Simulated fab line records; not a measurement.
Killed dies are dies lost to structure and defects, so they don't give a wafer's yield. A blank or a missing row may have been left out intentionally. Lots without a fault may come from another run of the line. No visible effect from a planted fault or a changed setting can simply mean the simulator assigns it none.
Problem report, 8D (eight disciplines) form, completed by code + flow n5 finfet + the parts of the form that need people (team, actions taken, sign-off) are left out

== 1. PROBLEM STATEMENT ==
Mean of exposure dose mJ cm2 at N5_BEOL_M9_EXPOSE_08: 54.90 across 6 wafers in 2 lots; on wafers with no fault it is 53.71 (standard deviation 0.06). Measured from the usual mean, that is +20 standard deviations.
The step: exposes mask M9.
Earliest sighting: wafer L456.1 on arfi scanner-01 at day 12 08:53. Wafers with a number at this step in the record: 30, from 10 lots. Rule for "out", or "out of limits": more than 4 standard deviations from the usual mean. The rest of the wafers with a number are treated as sound.

== 2. WHAT IT IS, AND WHAT IT ISN'T ==
| question                    | is                     | is not                                                                          |
|-----------------------------|------------------------|---------------------------------------------------------------------------------|
| which readings at this step | exposure dose mJ cm2   | -                                                                               |
| which lots                  | L456, L457             | L444, L445, L446, L447, L448, L460, L462, L466                                  |
| which wafers of those lots  | all that have a number | -                                                                               |
| read on which tools         | arfi scanner-01        | arfi scanner-02, arfi scanner-03                                                |
| when                        | from day 12 08:53      | up to then (15 sound wafers); but 9 sound wafers of L460, L462, L466 came after |

== 3. THE SUSPECTS, EACH WITH WHAT RULES IT OUT ==
Counting: a tool at a process step up to the reading stays a suspect if it ran every lot that is out and no sound lot after the first of them.
- arfi scanner-01 at N5_BEOL_M9_EXPOSE_08 (exposes mask M9): kept. Every lot that is out went through it, starting with L456 (day 12 08:53), and after that it ran no sound lot; the last sound lot it ran before then is L448 (day 10 01:11). Its own exposure dose mJ cm2 readings are out on those wafers.
Remaining after the count: arfi scanner-01 at N5_BEOL_M9_EXPOSE_08.

== 4. THE CAUSE (what the simulator had put in) ==
Process parameter drift: arfi scanner-01, from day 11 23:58 on, at N5_BEOL_M9_EXPOSE_08. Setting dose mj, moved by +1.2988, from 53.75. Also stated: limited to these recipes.
This tool alone remained once counting was done.

== 5. THE EFFECT CHAIN, in route order ==
Rows list readings where the struck wafers' mean (over those with a number) sits beyond 3 standard deviations from the usual. Only readings for which the record gives a usual standard deviation are gone through. hours: the time from each lot's start at the first step in this table that gives one to its start at this step, as a median over the lots. sigmas: the change in usual standard deviations.
| hours | step                 | reading              | usual | on struck wafers | change | sigmas |
|-------|----------------------|----------------------|-------|------------------|--------|--------|
| 0     | N5_BEOL_M9_EXPOSE_08 | exposure dose mJ cm2 | 53.71 | 54.90            | +1.19  | +20    |
Its process steps:
- N5_BEOL_M9_EXPOSE_08: exposes mask M9.

== 6. WHAT WOULD HAVE CAUGHT IT SOONER ==
9 hours passed between the start of the fault at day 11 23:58 and the first reading out of limits in this record, taken at day 12 08:53.
